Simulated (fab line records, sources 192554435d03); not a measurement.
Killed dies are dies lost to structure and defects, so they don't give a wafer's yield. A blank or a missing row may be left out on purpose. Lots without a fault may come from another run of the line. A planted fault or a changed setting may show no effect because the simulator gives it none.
Split-lot experiment | flow n5_finfet | 7 lots, 39 wafers read, on a route of 1938 steps

THE SPLIT
At N5_MOL_CONTACT_COAG_ETCH_67 (etches SOC in N2/H2, target depth 60 nm, overetch 21 nm, time 101.2 s), the setting source_w was moved away from the recipe's 840 W on 15 of the 39 wafers read, by -17.5% to +16.7%. The other wafers ran this setting at the recipe's value.

The reading is taken at the split's own step.

THE READING
rf_vpp_V, in V, at N5_MOL_CONTACT_COAG_ETCH_67 (etches SOC in N2/H2, target depth 60 nm, overetch 21 nm, time 101.2 s). Fault-free wafers of this fab line usually give 524.1 V, standard deviation 2.2 V.

wafer  | tool, chamber at the split | source_w as run, W | against the recipe | rf_vpp_V, V | against lot-mates on the recipe
L080.1 | rie_diel-05, 3             | 840                | recipe             | 520.0       | -
L080.2 | rie_diel-05, 1             | 980.1              | +16.7%             | 499.8       | -23.9
L080.3 | rie_diel-05, 0             | 980.1              | +16.7%             | 499.9       | -23.8
L080.4 | rie_diel-05, 2             | 840                | recipe             | 525.3       | -
L080.5 | rie_diel-05, 1             | 980.1              | +16.7%             | 499.1       | -24.6
L080.6 | rie_diel-05, 2             | 840                | recipe             | 525.8       | -
L081.1 | rie_diel-03, 2             | 840                | recipe             | 524.7       | -
L081.2 | rie_diel-03, 1             | 840                | recipe             | 524.6       | -
L081.3 | rie_diel-03, 0             | 723.3              | -13.9%             | 553.6       | +29.0
L081.4 | rie_diel-03, 3             | 723.3              | -13.9%             | 547.2       | +22.6
L081.5 | rie_diel-03, 2             | 840                | recipe             | 524.6       | -
L081.6 | rie_diel-03, 1             | 723.3              | -13.9%             | 552.1       | +27.5
L083.1 | rie_diel-03, 1             | 692.6              | -17.5%             | 559.7       | +35.9
L083.2 | rie_diel-03, 2             | 840                | recipe             | 524.4       | -
L083.3 | rie_diel-03, 0             | 840                | recipe             | 526.3       | -
L083.4 | rie_diel-03, 3             | 692.6              | -17.5%             | 556.3       | +32.5
L083.5 | rie_diel-03, 3             | 840                | recipe             | 520.7       | -
L083.6 | rie_diel-03, 2             | 692.6              | -17.5%             | 557.8       | +34.0
L085.1 | rie_diel-01, 3             | 760.2              | -9.5%              | 540.6       | +17.9
L085.2 | rie_diel-01, 0             | 840                | recipe             | 522.0       | -
L085.3 | rie_diel-01, 1             | 760.2              | -9.5%              | 540.8       | +18.1
L085.4 | rie_diel-01, 2             | 840                | recipe             | 522.2       | -
L085.5 | rie_diel-01, 0             | 840                | recipe             | 523.8       | -
L085.6 | rie_diel-01, 1             | 760.2              | -9.5%              | 541.3       | +18.6
L088.1 | rie_diel-05, 0             | 840                | recipe             | 524.0       | -
L088.4 | rie_diel-05, 0             | 840                | recipe             | 526.0       | -
L088.5 | rie_diel-05, 2             | 840                | recipe             | 525.9       | -
L089.1 | rie_diel-03, 3             | 840                | recipe             | 521.2       | -
L089.2 | rie_diel-03, 0             | 840                | recipe             | 527.8       | -
L089.3 | rie_diel-03, 1             | 929.7              | +10.7%             | 507.6       | -17.2
L089.4 | rie_diel-03, 3             | 929.7              | +10.7%             | 503.1       | -21.7
L089.5 | rie_diel-03, 0             | 929.7              | +10.7%             | 507.4       | -17.4
L089.6 | rie_diel-03, 1             | 840                | recipe             | 525.5       | -
L095.1 | rie_diel-01, 2             | 840                | recipe             | 523.3       | -
L095.2 | rie_diel-01, 1             | 840                | recipe             | 521.4       | -
L095.3 | rie_diel-01, 0             | 840                | recipe             | 522.2       | -
L095.4 | rie_diel-01, 3             | 840                | recipe             | 523.5       | -
L095.5 | rie_diel-01, 1             | 840                | recipe             | 523.3       | -
L095.6 | rie_diel-01, 2             | 840                | recipe             | 522.8       | -

THE FIT
A straight line over all 39 wafers: rf_vpp_V changes by -1.75 V for each +1% of source_w; r = -0.99; the points scatter about the line by 2.5 V.
The same after taking each lot's own level away (the mean of its wafers on the recipe; 39 wafers): -1.76 V for each +1%; r = -0.99; scatter 2.4 V.
On that fit, the largest move of source_w shifts the reading by 31 V.
The lots' own levels span 522.67 to 525.30 V, that is 1.2 times the standard deviation above.
So the lot-to-lot level changes the slope little: the two slopes agree.
Check: with one of the wafers moved furthest among these (-17.5%) left out of the fit, the line predicts +31.2 V for it against its lot-mates. It came out at +35.9 V against them.
Tool readings at the split's step, against how far the setting was moved: rf_vpp_V r = -0.99.

OTHER SPLITS ON THESE WAFERS
These wafers also went through other splits before the reading. Each is held against what the fit with the lots' levels taken away leaves over:
other split on the same wafers         | wafers away from the commonest value | r with rf_vpp_V (lot level and that fit taken away)
N5_FIN_SAQP_ETCH_65 time_s             | 15                                   | -0.01
N5_FIN_CUT_EXPOSE_05 dose_mj           | 9                                    | +0.06
N5_DUMMY_GATE_HM_DEP_06 time_s         | 33                                   | +0.12
N5_SD_EPI_N_ETCH_45 target_depth_a     | 18                                   | -0.10
N5_HKMG_FIN_HK_ALD_01 ald_cycles       | 12                                   | +0.02
N5_MOL_CONTACT_COAG_ALD_133 ald_cycles | 9                                    | +0.32

THE FILE'S OWN FIT
rf_vpp_V changes by -1.77 V for each +1% of source_w, r = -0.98.
